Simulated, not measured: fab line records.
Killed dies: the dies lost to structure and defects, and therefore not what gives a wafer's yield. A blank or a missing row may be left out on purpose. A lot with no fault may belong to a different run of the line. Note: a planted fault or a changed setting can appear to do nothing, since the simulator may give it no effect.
Chamber matching    flow nand_harc    NHARC_A_CONTACT_ETCH_48 on rie_diel-08: 4 sister chambers
The step etches the open film in CF4, target depth 39 nm, time 65 s. 30 wafers are shown with their chamber, then 12 later ones without.

WAFERS WITH THEIR CHAMBER
wafer   chamber  showerhead_plenum_p_Torr (Torr)  drypump_motor_current_A (A)  cf4_flow_sccm (sccm)
L076.4  1        1.72                             5.8                          150.0
L076.5  2        1.74                             6.0                          149.5
L076.6  3        1.71                             6.1                          149.7
L075.3  2        1.74                             6.0                          149.9
L075.5  0        1.72                             5.9                          150.1
L075.6  1        1.72                             5.9                          149.2
L079.2  0        1.72                             5.9                          150.6
L079.5  0        1.72                             5.9                          150.5
L079.6  3        1.71                             6.2                          150.0
L080.3  2        1.73                             6.0                          149.8
L080.4  3        1.71                             6.1                          149.5
L080.5  0        1.72                             5.9                          150.3
L082.1  0        1.72                             5.8                          149.4
L082.4  2        1.73                             6.0                          150.0
L082.5  2        1.73                             6.0                          150.2
L083.2  0        1.72                             5.9                          150.1
L083.3  2        1.73                             6.0                          150.7
L083.4  1        1.72                             5.9                          149.8
L084.2  3        1.70                             6.2                          149.9
L084.5  2        1.73                             6.0                          150.2
L084.6  1        1.72                             5.8                          149.4
L086.1  3        1.70                             6.1                          149.4
L086.2  0        1.72                             5.8                          150.4
L086.5  0        1.72                             5.9                          150.3
L087.1  2        1.73                             6.0                          149.4
L087.4  1        1.72                             5.9                          149.6
L087.6  2        1.73                             6.0                          149.5
L089.3  0        1.72                             5.9                          149.6
L089.4  3        1.70                             6.2                          149.7
L089.6  0        1.72                             5.9                          149.5

SIGNATURES (means of the wafers above)
reading                   chamber 0  chamber 1  chamber 2  chamber 3  scatter within a chamber
showerhead_plenum_p_Torr  1.7200     1.7200     1.7322     1.7050     0.00343
drypump_motor_current_A   5.880      5.860      6.000      6.150      0.0407
cf4_flow_sccm             150.080    149.600    149.911    149.700    0.38
Rule: for a wafer and a chamber, the distance is found by dividing, reading by reading, the gap between the wafer's reading and the chamber's mean by the reading's scatter, squaring, summing and taking the root. If the next closest chamber is less than 2 further off than the closest, the wafer can't be placed; otherwise it belongs to the closest. The scatter: take each reading less its chamber's mean, square it, sum over the shown wafers, divide by the number of wafers less the number of chambers, and take the root.

WAFERS MISSING THEIR CHAMBER
wafer   showerhead_plenum_p_Torr (Torr)  drypump_motor_current_A (A)  cf4_flow_sccm (sccm)
L090.1  1.71                             5.9                          150.5
L090.2  1.71                             5.9                          149.5
L090.6  1.71                             5.9                          150.1
L092.1  1.70                             6.2                          150.2
L092.4  1.71                             5.8                          151.3
L092.5  1.71                             5.9                          149.8
L096.2  1.70                             6.1                          149.7
L096.4  1.71                             5.9                          150.1
L096.5  1.73                             6.0                          150.6
L097.1  1.70                             6.2                          150.1
L097.3  1.73                             6.0                          150.5
L097.4  1.71                             5.8                          149.2

WHICH CHAMBER EACH ONE RAN IN
wafer   from the rows above      in truth
L090.1  can't be placed: 0 or 1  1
L090.2  can't be placed: 1 or 0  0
L090.6  can't be placed: 0 or 1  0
L092.1  3                        3
L092.4  can't be placed: 0 or 1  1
L092.5  can't be placed: 0 or 1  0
L096.2  3                        3
L096.4  can't be placed: 0 or 1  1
L096.5  2                        2
L097.1  3                        3
L097.3  2                        2
L097.4  can't be placed: 1 or 0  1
Placed correctly: 5 of 12. Unplaceable from these rows: 7, with the true chamber sitting among the candidates in 7. Number placed wrongly: 0.
